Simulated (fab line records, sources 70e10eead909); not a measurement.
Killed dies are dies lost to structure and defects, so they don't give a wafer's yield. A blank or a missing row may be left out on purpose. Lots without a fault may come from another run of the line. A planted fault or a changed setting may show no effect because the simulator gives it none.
Chamber matching | flow nand_harc | NHARC_A_STAIRCASE_CMP_152 on cmp-04: 4 sister chambers
The step polishes. 16 wafers are shown with their chamber, then 8 later ones without.

WAFERS WITH THEIR CHAMBER
wafer  | chamber | motor_current_A (A) | slurry_flow_ml_min
L074.1 | 3       | 12.0                | 150.5
L074.2 | 1       | 12.8                | 150.9
L074.3 | 2       | 14.0                | 150.6
L078.2 | 0       | 11.2                | 150.0
L078.4 | 1       | 12.3                | 150.0
L078.5 | 2       | 14.2                | 150.2
L084.1 | 0       | 11.3                | 150.3
L084.2 | 2       | 14.8                | 150.6
L084.5 | 2       | 14.3                | 149.8
L086.1 | 3       | 12.3                | 150.0
L086.2 | 0       | 11.1                | 149.8
L086.4 | 2       | 15.3                | 150.8
L085.1 | 3       | 12.2                | 150.4
L085.3 | 1       | 11.8                | 150.6
L085.6 | 2       | 14.5                | 149.8
L089.2 | 2       | 13.4                | 149.6

SIGNATURES (means of the wafers above)
reading            | chamber 0 | chamber 1 | chamber 2 | chamber 3 | scatter within a chamber
motor_current_A    | 11.200    | 12.300    | 14.357    | 12.167    | 0.478
slurry_flow_ml_min | 150.033   | 150.500   | 150.200   | 150.300   | 0.413
Rule: a wafer's distance from a chamber is the root of the sum, over the readings, of the square of ((its reading less the chamber's mean) divided by the reading's scatter). The wafer belongs to the nearest chamber; if the next one is less than 2 further off, it can't be placed. The scatter: the root of (the sum of the squares of (reading less its chamber's mean) over the shown wafers, divided by (wafers less chambers)).

WAFERS WITHOUT THEIR CHAMBER
wafer  | motor_current_A (A) | slurry_flow_ml_min
L089.4 | 12.2                | 150.3
L089.5 | 12.5                | 149.7
L095.2 | 11.1                | 149.1
L095.4 | 14.0                | 149.9
L095.6 | 14.1                | 150.3
L097.2 | 12.5                | 150.0
L097.4 | 12.2                | 149.8
L097.6 | 12.4                | 149.9

WHICH CHAMBER EACH WENT THROUGH
wafer  | from the rows above          | in truth
L089.4 | can't be placed: 3 or 1      | 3
L089.5 | can't be placed: 3 or 1 or 0 | 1
L095.2 | can't be placed: 0 or 3 or 1 | 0
L095.4 | 2                            | 2
L095.6 | 2                            | 2
L097.2 | can't be placed: 3 or 1 or 0 | 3
L097.4 | can't be placed: 3 or 1 or 0 | 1
L097.6 | can't be placed: 3 or 1 or 0 | 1
Placed correctly: 2 of 8. Can't be placed from these rows: 6 (the true chamber is among the candidates in 6). Placed wrongly: 0.
